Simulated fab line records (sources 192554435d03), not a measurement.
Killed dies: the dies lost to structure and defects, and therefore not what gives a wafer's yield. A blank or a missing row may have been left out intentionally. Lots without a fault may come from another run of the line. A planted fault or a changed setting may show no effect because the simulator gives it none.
Split-lot experiment | flow n5 finfet | 21 wafers read from 7 lots, route of 1938 steps

## THE SPLIT ITSELF
At N5_MOL_CONTACT_COAG_ALD_27 (deposits SiOC, target thk 17 nm, pulse time 1.5 s, time 2720 s), the setting ald cycles was moved away from the recipe's 340 on 9 of the 21 wafers read, by -12.6% to +13.2%. All remaining wafers had this setting at the recipe value.

The reading comes from the split's own step.

## THE READING
SiOC_of_MOL_CONTACT_COAG_ALD_27.thk nm (the simulator's own value, which no gauge read), in nm, at N5_MOL_CONTACT_COAG_ALD_27 (deposits SiOC, target thk 17 nm, pulse time 1.5 s, time 2720 s). There is no usual value for it anywhere in the file. Here, 12 wafers ran the recipe; their average is 16.9 nm with a standard deviation of 0.12 nm.

wafer  | tool, chamber at the split | ald cycles as run | against the recipe | SiOC_of_MOL_CONTACT_COAG_ALD_27.thk nm, nm | against lot-mates on the recipe
L075.1 | ald sin-03, 1,0            | 340               | recipe             | 17                                         | -
L075.2 | ald sin-03, 1,0            | 340               | recipe             | 17                                         | -
L075.4 | ald sin-03, 2              | 340               | recipe             | 16.8                                       | -
L078.2 | ald sin-04, 2              | 340               | recipe             | 17.2                                       | -
L078.5 | ald sin-04, 2,1            | 297               | -12.6%             | 15                                         | -2.2
L078.6 | ald sin-04, 2,1            | 297               | -12.6%             | 15                                         | -2.2
L079.1 | ald sin-03, 1              | 340               | recipe             | 16.8                                       | -
L079.3 | ald sin-03, 3              | 340               | recipe             | 17                                         | -
L079.4 | ald sin-03, 2              | 361               | +6.2%              | 18                                         | +1.1
L080.2 | ald sin-03, 1              | 315               | -7.4%              | 15.6                                       | -1.4
L080.3 | ald sin-03, 0              | 340               | recipe             | 17                                         | -
L080.5 | ald sin-03, 3              | 315               | -7.4%              | 15.8                                       | -1.2
L082.3 | ald sin-02, 3,0,0          | 340               | recipe             | 16.8                                       | -
L082.4 | ald sin-02, 3,0,0          | 340               | recipe             | 16.8                                       | -
L082.5 | ald sin-02, 3,0,0          | 340               | recipe             | 16.8                                       | -
L088.1 | ald sin-04, 1              | 340               | recipe             | 17                                         | -
L088.5 | ald sin-04, 0,3            | 317               | -6.8%              | 15.8                                       | -1.2
L088.6 | ald sin-04, 0,3            | 317               | -6.8%              | 15.8                                       | -1.2
L089.1 | ald sin-04, 2              | 340               | recipe             | 17                                         | -
L089.4 | ald sin-04, 3,0            | 385               | +13.2%             | 19.2                                       | +2.2
L089.6 | ald sin-04, 3,0            | 385               | +13.2%             | 19.2                                       | +2.2
Where a row lists several chambers, the file gives one row for several wafers and doesn't say which wafer went through which chamber.

FIT RESULTS
A straight line over all 21 wafers: SiOC_of_MOL_CONTACT_COAG_ALD_27.thk nm changes by +0.165 nm for each +1% of ald cycles; r = +0.99; the points scatter about the line by 0.12 nm.
The same after taking each lot's own level away (the mean of its wafers on the recipe; 21 wafers): +0.171 nm for each +1%; r = +1.00; scatter 0.065 nm.
Per that fit: largest ald cycles move, reading shift of 2.3 nm.
The lots' own levels span 16.80 to 17.20 nm, that is 3.2 times the standard deviation above.
So the lot-to-lot level changes the slope little: the two slopes agree.
Check: +2.28 nm against its lot-mates is what the line predicts for one of the wafers moved furthest among these (+13.2%) when that wafer is left out of the fit. It came out at +2.2 nm against them.

## FURTHER SPLITS ON THESE WAFERS
Other splits were also applied to these wafers ahead of the reading. Each is held against what the fit with the lots' levels taken away leaves over:
other split on the same wafers     | wafers away from the commonest value | r with SiOC_of_MOL_CONTACT_COAG_ALD_27.thk nm (lot level and that fit taken away)
N5_SD_EPI_N_PEB_07 peb temp c      | 6                                    | -0.15
N5_SD_EPI_N_ETCH_16 target depth a | 8                                    | -0.22
N5_SDB_COAT_05 spin rpm            | 9                                    | +0.06
N5_HKMG_FIN_COAT_42 spin rpm       | 12                                   | +0.04
N5_HKMG_FIN_EXPOSE_46 dose mj      | 7                                    | -0.08
N5_GATE_CUT_ALD_22 ald cycles      | 5                                    | +0.09

## FILE'S OWN FIT
SiOC_of_MOL_CONTACT_COAG_ALD_27.thk nm changes by +0.172 nm for each +1% of ald cycles, r = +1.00.
